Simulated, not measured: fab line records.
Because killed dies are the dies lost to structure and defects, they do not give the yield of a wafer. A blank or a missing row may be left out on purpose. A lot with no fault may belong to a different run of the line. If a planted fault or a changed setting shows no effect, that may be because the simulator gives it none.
fab line records    flow n5Finfet    part 2 of 2: steps 5 to 6 of 6
record: lots: 22  wafers: 66  lastDay: 19
route steps=1938 shown BEOL_M14@1732 BEOL_M15@1787
lots untouched by any fault: they come from a run of this same line in which no faults occurred
startH: hours from the record's first day to the start of the lot's first wafer shown    waitH: time in hours since the lot's previous step    " same as the row above    L1.1+2: one row covering several wafers at once    - either no value or no given start    * or withheld: withheld    < > ~ a bound
route shown NAME@n: a module of which the file shows steps, and the number in the route of the first    usual: mean/standard deviation taken from wafers without a fault    same: alike in all rows    chamber/n: place in a boat    sites: each site's reading    _std_site: the standard deviation of these    _edge_site: outer sites' mean less inner sites'    radiusMm: for every site, how far away it sits from the centre of the wafer    mask NAME#n: copy n    behind: the tool/chamber that last shaped the wafer    hold: why the lot was held/for how many hours/how that ended    device: names the non-switching transistor (n, p or np)    end of line: tests of these same wafers at the route's end    a step given without rows: its recipe and nothing more    killed: the dies lost at the first sort to structure and to defects; this is not the yield of the wafer    map: dies across one wafer; x = killed, . = not, _ = none there
set.NAME: the setting that was run; set.NAME@STEP: the one run at that earlier step    model.NAME: the simulator's own value behind a step, which no gauge read
one table for each step of the route and one row for each wafer, over a sample of lots
services: when a tool's chamber went out of use (startH, in hours from the record's first day, below 0 if earlier), for how many hours, and the reason
== steps ==
step: N5_BEOL_M15_ETCH_57
recipe: chemistry: N2/H2  target: SOC  sourceW: 3000  biasW: 350  timeS: 750  ionEnergyEv: 200  pressureMtorr: 30  n2FlowSccm: 200  h2FlowSccm: 200
usual: drypumpMotorCurrentA: 5.4/0.37  oesProductAu: 0.80/0.085  rfFwdPowerW: 2997/9.5  rfVppV: 523.5/1.8  showerheadPlenumPTorr: 2.53/0.062  throttleValvePct: 17.75/0.22
lot.wafer  tool        chamber  startH  waitH  drypumpMotorCurrentA  oesProductAu  rfFwdPowerW  rfHoursCounterH  rfVppV  showerheadPlenumPTorr  throttleValvePct
L074.2     rieDiel-06  3        242.61  -      5.1                   0.95          3006         14               523.4   2.48                   17.59
L074.3     "           1        "       "      5.8                   0.92          2986         20               529.0   2.70                   17.59
L074.4     "           0        "       "      5.4                   0.71          3006         221              522.2   2.51                   18.04
L076.2     rieDiel-06  2        255.81  -      5.8                   0.76          2998         128              523.9   2.56                   17.86
L076.3     "           0        "       "      5.4                   0.72          2985         224              521.6   2.51                   18.04
L076.5     "           1        "       "      5.7                   0.92          2981         -                527.6   2.70                   17.59
L075.4     rieDiel-05  0        270.58  -      4.9                   0.67          2996         243              522.7   2.50                   18.07
L075.5     "           2        "       "      5.8                   0.80          2999         -                524.7   2.55                   18.09
L075.6     "           3        "       "      5.4                   0.74          2985         -                523.8   2.54                   17.50
L077.4     rieDiel-05  3        276.26  -      5.4                   0.74          2993         151              524.3   2.54                   17.52
L077.5     "           0        "       "      4.9                   0.67          3012         -                522.8   2.50                   18.07
L077.6     "           1        "       "      5.0                   0.85          2992         -                521.1   2.47                   17.50
L078.1     rieDiel-06  1        290.58  -      5.7                   0.89          3001         33               528.5   2.70                   17.61
L078.3     "           0        "       "      5.4                   0.70          3010         234              522.6   2.51                   18.05
L078.4     "           2        "       "      5.9                   0.76          2998         138              523.4   2.55                   17.87
L079.2     rieDiel-06  2        296.44  -      5.8                   0.75          2991         140              524.7   2.55                   17.89
L079.5     "           2        "       "      5.8                   0.75          3000         -                524.0   2.55                   17.88
L079.6     "           3        "       "      5.2                   0.93          3000         -                522.4   2.48                   17.63
L080.2     rieDiel-05  1        300.91  -      4.9                   0.83          3015         92               521.7   2.46                   17.53
L080.3     "           3        "       "      5.4                   0.74          3007         159              524.8   2.53                   17.53
L080.6     "           3        "       "      5.4                   0.74          2996         -                524.0   2.53                   17.53
L083.2     rieDiel-05  1        310.63  -      4.9                   0.82          2983         95               520.7   2.46                   17.53
L083.3     "           3        "       "      5.4                   0.73          2995         161              522.9   2.53                   17.55
L083.6     "           3        "       "      5.4                   0.74          2998         -                523.8   2.53                   17.54
L081.3     rieDiel-05  3        319.81  -      5.4                   0.73          3005         165              525.1   2.53                   17.54
L081.5     "           1        "       "      4.9                   0.81          3000         -                520.7   2.46                   17.54
L081.6     "           2        "       "      5.8                   0.78          2988         -                524.1   2.54                   18.12
L082.2     rieDiel-05  1        320.53  -      4.9                   0.82          2989         99               520.3   2.46                   17.53
L082.4     "           2        "       "      5.8                   0.78          3004         -                524.4   2.55                   18.08
L082.5     "           3        "       "      5.4                   0.74          3016         -                523.5   2.53                   17.55
L084.2     rieDiel-05  3        324.21  -      5.4                   0.72          3002         167              524.4   2.53                   17.56
L084.3     "           1        "       "      4.9                   0.81          3000         101              521.7   2.46                   17.55
L084.4     "           1        "       "      4.9                   0.82          2990         -                521.7   2.46                   17.55
L085.1     rieDiel-06  0        336.02  -      5.4                   0.69          2977         250              523.4   2.50                   18.11
L085.2     "           3        "       "      5.1                   0.89          2987         43               522.9   2.47                   17.66
L085.3     "           2        "       "      5.8                   0.73          3013         152              523.4   2.55                   17.90
L086.4     rieDiel-05  0        340.28  -      4.9                   0.98          2995         1                523.2   2.50                   17.64
L086.5     "           3        "       "      5.4                   0.73          2999         -                523.6   2.53                   17.55
L086.6     "           2        "       "      5.9                   0.77          2985         -                524.3   2.54                   18.13
L089.3     rieDiel-03  3        343.19  -      5.4                   0.71          2995         192              523.7   2.53                   18.13
L089.4     "           0        "       "      6.2                   0.84          2989         54               521.9   2.48                   17.52
L089.5     "           1        "       "      5.1                   0.77          2995         -                524.0   2.55                   17.64
L087.2     rieDiel-06  3        345.60  -      5.2                   0.87          3004         47               521.4   2.47                   17.66
L087.4     "           1        "       "      5.7                   0.86          3011         -                527.0   2.69                   17.64
L087.5     "           3        "       "      5.1                   0.88          2999         -                523.1   2.47                   17.67
L088.2     rieDiel-03  2        349.50  -      5.8                   0.66          3002         233              527.9   2.60                   17.57
L088.3     "           1        "       "      5.1                   0.77          3009         130              523.9   2.55                   17.63
L088.5     "           0        "       "      6.3                   0.83          3005         -                522.5   2.48                   17.51
L092.2     rieDiel-06  0        363.50  -      5.4                   1.00          2992         2                522.8   2.50                   17.65
L092.5     "           0        "       "      5.4                   1.00          2985         -                524.8   2.50                   17.67
L092.6     "           3        "       "      5.2                   0.88          2988         -                522.0   2.47                   17.67
L093.1     rieDiel-06  0        364.02  -      5.4                   0.99          2990         3                522.6   2.50                   17.68
L093.3     "           1        "       "      5.7                   0.84          2993         60               527.7   2.68                   17.65
L093.6     "           0        "       "      5.4                   0.98          3001         -                520.8   2.50                   17.64
L091.1     rieDiel-03  2        369.54  -      5.7                   0.65          2994         239              525.0   2.60                   17.58
L091.3     "           0        "       "      6.2                   0.82          2978         63               522.6   2.48                   17.54
L091.6     "           2        "       "      5.7                   0.66          2996         -                526.4   2.60                   17.58
L095.2     rieDiel-03  3        391.13  -      5.4                   0.70          2983         207              524.2   2.52                   18.14
L095.3     "           0        "       "      6.3                   0.82          2997         69               522.3   2.47                   17.53
L095.6     "           0        "       "      6.2                   0.82          2986         -                521.7   2.47                   17.53
L097.1     rieDiel-06  2        406.47  -      5.8                   0.72          2986         177              523.0   2.53                   17.94
L097.3     "           0        "       "      5.4                   0.93          2995         16               523.8   2.49                   17.70
L097.6     "           2        "       "      5.8                   0.71          2987         -                522.3   2.53                   17.95
L096.4     rieDiel-05  1        421.07  -      5.0                   0.79          2978         127              521.0   2.45                   17.59
L096.5     "           2        "       "      5.8                   0.76          3011         -                524.8   2.54                   18.16
L096.6     "           3        "       "      5.4                   0.71          2983         -                523.7   2.52                   17.60
step: N5_BEOL_M15_ETCH_61
recipe: chemistry: N2/H2  target: BARC  targetDepthA: 890  overetchA: 267  timeS: 67.9  ionEnergyEv: 200  pressureMtorr: 30  sourceW: 840  biasW: 150  n2FlowSccm: 200  h2FlowSccm: 200
usual: drypumpMotorCurrentA: 5.5/0.38  oesProductAu: 0.68/0.065  rfFwdPowerW: 833/3.2  rfVppV: 523.8/2.1  showerheadPlenumPTorr: 2.54/0.069  throttleValvePct: 17.84/0.21
lot.wafer  tool        chamber  startH  waitH  drypumpMotorCurrentA  oesProductAu  rfFwdPowerW  rfHoursCounterH  rfVppV  showerheadPlenumPTorr  throttleValvePct
L074.2     rieDiel-03  1        243.50  0.0    5.1                   0.69          832          100              523.6   2.56                   17.70
L074.3     "           2        "       "      5.8                   0.60          834          203              526.7   2.61                   17.64
L074.4     "           0        "       "      6.3                   0.76          833          25               522.2   2.49                   17.56
L076.2     rieDiel-05  2        256.83  0.0    5.8                   0.68          828          120              523.5   2.55                   18.19
L076.3     "           3        "       "      5.4                   0.65          833          146              525.2   2.54                   17.62
L076.5     "           1        "       "      4.9                   0.72          837          -                522.5   2.47                   17.62
L075.4     rieDiel-06  3        271.98  0.0    5.2                   0.78          830          22               522.1   2.48                   17.72
L075.5     "           0        "       "      5.5                   0.61          834          -                522.3   2.51                   18.17
L075.6     "           3        "       "      5.1                   0.78          830          -                522.2   2.48                   17.72
L077.4     rieDiel-03  1        277.35  0.0    5.1                   0.68          835          109              523.0   2.56                   17.70
L077.5     "           2        "       "      5.8                   0.59          831          -                525.0   2.61                   17.65
L077.6     "           3        "       "      5.4                   0.63          831          -                521.8   2.54                   18.21
L078.1     rieDiel-06  2        291.60  0.0    5.8                   0.64          829          138              524.8   2.55                   17.98
L078.3     "           0        "       "      5.4                   0.60          833          235              522.5   2.51                   18.19
L078.4     "           3        "       "      5.2                   0.76          833          28               521.0   2.48                   17.72
L079.2     rieDiel-06  0        297.46  0.0    5.4                   0.60          829          237              522.9   2.51                   18.17
L079.5     "           2        "       "      5.8                   0.64          832          -                523.3   2.55                   17.99
L079.6     "           3        "       "      5.2                   0.77          829          -                522.4   2.48                   17.73
L080.2     rieDiel-06  1        302.00  0.0    5.7                   0.74          831          37               529.0   2.69                   17.73
L080.3     "           0        "       "      5.4                   0.60          835          238              522.7   2.51                   18.17
L080.6     "           3        "       "      5.2                   0.77          833          -                521.3   2.48                   17.75
L083.2     rieDiel-06  1        311.54  0.0    5.7                   0.74          836          41               527.5   2.69                   17.74
L083.3     "           2        "       "      5.8                   0.64          833          145              525.1   2.55                   18.00
L083.6     "           1        "       "      5.7                   0.74          834          -                526.6   2.69                   17.72
L081.3     rieDiel-06  0        320.71  0.0    5.4                   0.60          832          244              524.5   2.50                   18.18
L081.5     "           1        "       "      5.8                   0.74          834          -                528.9   2.69                   17.74
L081.6     "           0        "       "      5.4                   0.60          828          -                522.9   2.50                   18.17
L082.2     rieDiel-05  3        321.43  0.0    5.4                   0.63          833          166              523.8   2.53                   17.65
L082.4     "           2        "       "      5.8                   0.66          828          -                524.0   2.55                   18.23
L082.5     "           1        "       "      4.9                   0.69          835          -                521.1   2.46                   17.64
L084.2     rieDiel-03  1        325.23  0.0    5.1                   0.66          834          122              525.8   2.55                   17.74
L084.3     "           3        "       "      5.4                   0.62          834          186              524.1   2.53                   18.24
L084.4     "           0        "       "      6.3                   0.73          834          48               521.2   2.48                   17.60
L085.1     rieDiel-05  1        337.11  0.0    4.9                   0.69          831          106              520.5   2.46                   17.65
L085.2     "           3        "       "      5.4                   0.62          835          172              523.7   2.53                   17.68
L085.3     "           2        "       "      5.9                   0.66          828          148              524.8   2.54                   18.23
L086.4     rieDiel-06  3        341.48  0.0    5.2                   0.74          833          -                522.5   2.47                   17.77
L086.5     "           1        "       "      5.7                   0.72          836          -                528.0   2.69                   17.74
L086.6     "           2        "       "      5.8                   0.63          836          -                523.7   2.54                   18.00
L089.3     rieDiel-06  2        344.22  0.0    5.8                   0.63          835          155              521.8   2.54                   18.02
L089.4     "           3        "       "      5.2                   0.75          829          -                523.2   2.47                   17.76
L089.5     "           2        "       "      5.9                   0.63          835          -                523.3   2.54                   18.01
L087.2     rieDiel-06  2        346.72  0.0    5.8                   0.63          832          156              524.5   2.54                   18.00
L087.4     "           1        "       "      5.7                   0.72          831          -                528.3   2.69                   17.74
L087.5     "           3        "       "      5.2                   0.75          834          -                523.8   2.47                   17.78
L088.2     rieDiel-03  2        350.53  0.0    5.8                   0.58          837          234              527.0   2.60                   17.69
L088.3     "           3        "       "      5.4                   0.61          828          195              522.4   2.53                   18.25
L088.5     "           3        "       "      5.4                   0.61          837          -                523.2   2.53                   18.24
L092.2     rieDiel-05  1        364.39  0.0    4.9                   0.68          838          115              521.3   2.45                   17.67
L092.5     "           0        "       "      4.9                   0.80          828          -                522.7   2.50                   17.78
L092.6     "           1        "       "      4.9                   0.69          833          -                522.1   2.45                   17.67
L093.1     rieDiel-03  3        365.09  0.0    5.4                   0.61          829          199              524.7   2.53                   18.26
L093.3     "           2        "       "      5.8                   0.58          830          238              526.1   2.60                   17.68
L093.6     "           0        "       "      6.2                   0.71          835          -                520.3   2.48                   17.63
L091.1     rieDiel-03  1        370.78  0.0    5.1                   0.66          836          137              524.1   2.55                   17.76
L091.3     "           2        "       "      5.8                   0.58          832          240              526.4   2.60                   17.70
L091.6     "           0        "       "      6.3                   0.72          837          -                521.0   2.47                   17.63
L095.2     rieDiel-06  1        392.03  0.0    5.7                   0.72          835          69               527.9   2.68                   17.78
L095.3     "           2        "       "      5.8                   0.62          833          170              523.3   2.54                   18.03
L095.6     "           1        "       "      5.8                   0.72          832          -                527.9   2.68                   17.78
L097.1     rieDiel-05  2        408.26  0.0    5.8                   0.65          832          159              522.5   2.54                   18.24
L097.3     "           1        "       "      4.9                   0.68          834          124              520.9   2.45                   17.67
L097.6     "           3        "       "      5.4                   0.61          832          -                522.4   2.52                   17.70
L096.4     rieDiel-03  2        422.83  0.0    5.8                   0.84          833          1                525.2   2.59                   17.28
L096.5     "           0        "       "      6.3                   0.69          835          -                521.7   2.47                   17.66
L096.6     "           1        "       "      5.1                   0.64          835          -                523.2   2.54                   17.80
== services ==
tool        chamber  startH  hours  kind
rieDiel-04  0        217.81  6.3    repair
rieDiel-02  2        227.15  4.2    repair
rieDiel-06  0        235.18  4.9    repair
rieDiel-01  -        238.63  15.6   pm
rieDiel-02  2        252.28  2.4    repair
rieDiel-01  0        259.64  4.1    repair
rieDiel-02  -        260.12  2.8    pm
rieDiel-03  0        268.47  1.5    repair
rieDiel-05  0        280.12  21.8   repair
rieDiel-04  -        297.70  2.8    pm
rieDiel-01  -        310.45  2.8    pm
rieDiel-06  2        329.05  5.4    repair
rieDiel-01  0        331.37  1.3    repair
rieDiel-01  -        334.23  0.9    repair
rieDiel-06  0        337.33  -      clean
rieDiel-06  0        337.33  -      consumableReplace:focusRing
rieDiel-05  2        354.62  15.6   repair
rieDiel-02  3        377.10  7.1    repair
rieDiel-03  2        386.88  6.2    repair
rieDiel-05  3        389.90  4.8    repair
rieDiel-05  -        392.84  14.6   pm
rieDiel-06  0        395.14  6.6    repair
rieDiel-01  0        404.24  1.7    repair
rieDiel-04  0        422.13  5.4    repair
